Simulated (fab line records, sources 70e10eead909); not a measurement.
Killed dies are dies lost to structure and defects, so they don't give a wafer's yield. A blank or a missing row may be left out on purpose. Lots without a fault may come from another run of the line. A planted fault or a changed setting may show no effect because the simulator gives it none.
A struck lot beside a sound one | flow nand_harc | 15 steps out of a route of 1302
Sound: wafers L418.2, L418.3, L418.6. Struck: wafers L426.5, L426.6. The cause comes at the end.
At each step with rows: each side's tool, then ch and its chambers, then its first start. Under that, the readings that differ: sound wafers | struck wafers | difference of the means | sigmas: that difference in standard deviations of wafers without a fault.
alike: readings whose means differ by less than 2 such deviations, and words and numbers that are the same on both sides. not compared: withheld readings, readings that some wafer has no value for, bounds like >300 that may hide the same value, and numbers for which the record gives no deviation and whose values overlap.
The two part at a step that has a row with sigmas, a row that says differs or no value, or rows on one side only. Numbers that don't overlap but have no deviation are shown without sigmas and don't part them. A reading that every wafer of one side lacks parts them only if that side has two wafers or more.

NHARC_A_CONTACT_ETCH_137: etches the open film in C4F8/O2/Ar, time 311 s, target depth 1912 nm.
  sound on har_cap_etch-03 ch 1, day 23 01:27; struck on har_cap_etch-01 ch 0,1, day 26 05:25
  not compared: rf_hours_counter_h
NHARC_A_CONTACT_ETCH_138: etches the open film in C4F8/O2/Ar, time 311 s, target depth 1914 nm.
  sound on har_cap_etch-03 ch 1, day 23 01:44; struck on har_cap_etch-01 ch 0,1, day 26 05:41
  not compared: rf_hours_counter_h
then, 2 steps without rows for these wafers: NHARC_A_CONTACT_ETCH_139 (etches the open film in C4F8/O2/Ar, time 195 s, target depth 840 nm); NHARC_A_CONTACT_ETCH_92 (etches the open film in CH3F/O2, target depth 40 nm, time 85.7 s).
NHARC_A_CONTACT_ETCH_98: etches the open film in C4F6/O2, target depth 20 nm, time 10 s.
  sound on rie_diel-01 ch 1,3, day 23 02:43; struck on rie_diel-04 ch 0,3
  alike: bias_w, c4f6_flow_sccm, drypump_motor_current_A, oes_product_au, rf_vpp_V, showerhead_plenum_p_Torr, throttle_valve_pct
  not compared: rf_hours_counter_h
NHARC_A_CONTACT_CD_MEAS_15:
  sound on cd_sem-01, day 23 02:49; struck on cd_sem-01, day 26 06:37
  alike: cd_nm
then, 3 steps without rows for these wafers: NHARC_A_CONTACT_STRIP_107 (strips in N2/H2); NHARC_A_CONTACT_STRIP_108 (strips in CF4/CHF3); NHARC_A_CONTACT_STRIP_109 (strips in O2/COS).
NHARC_A_CONTACT_ETCH_110: etches the open film in CF4/O2, target depth 60 nm, overetch 6 nm, time 33 s.
  sound on rie_diel-04 ch 0,1,3, day 23 03:07; struck on rie_diel-04 ch 0,1, day 26 07:03
  alike: bias_w, drypump_motor_current_A, oes_product_au, rf_vpp_V, showerhead_plenum_p_Torr, throttle_valve_pct
  not compared: rf_hours_counter_h
then, 2 steps without rows for these wafers: NHARC_A_CONTACT_STRIP_26 (strips in O2); NHARC_A_CONTACT_STRIP_27 (strips in post etch residue remover, time 600 s).
NHARC_A_CONTACT_ALD_18: deposits TiN, target thk 3 nm, pulse time 1 s, ald cycles 150.
  sound on ald_metal-03 ch 0,2,3, day 23 03:46; struck on ald_metal-03 ch 1,2, day 26 07:48
  reading    | sound       | struck  | difference | sigmas
  ald_cycles | 150 150 150 | 143 143 | -7         |
  alike: heater_power_w, precursor_pulse_height_rel
  not compared: since_wet_clean_h
NHARC_A_CONTACT_CVD_19: deposits W, target thk 300 nm, time 802 s.
  sound on cvd_w-02 ch 1; struck on cvd_w-01 ch 0,1
  alike: heater_power_w, throttle_valve_pct
  not compared: since_wet_clean_h
-- the record jumps here: 2 days lie between the struck wafers' starts before and after (it left off in module A_CONTACT and takes up again in module END, whose first step shown is number 1302 of the route) --
NHARC_END_SORT_01:
  sound on prober-01 ch 0, day 25 01:56; struck on prober-02 ch 0, day 28 08:28
  alike: killed_at_array, killed_at_other, killed_at_periphery, killed_dies, killed_open, killed_short

WHERE THEY PART
Nowhere in this record.

WHY: what the simulator had put in
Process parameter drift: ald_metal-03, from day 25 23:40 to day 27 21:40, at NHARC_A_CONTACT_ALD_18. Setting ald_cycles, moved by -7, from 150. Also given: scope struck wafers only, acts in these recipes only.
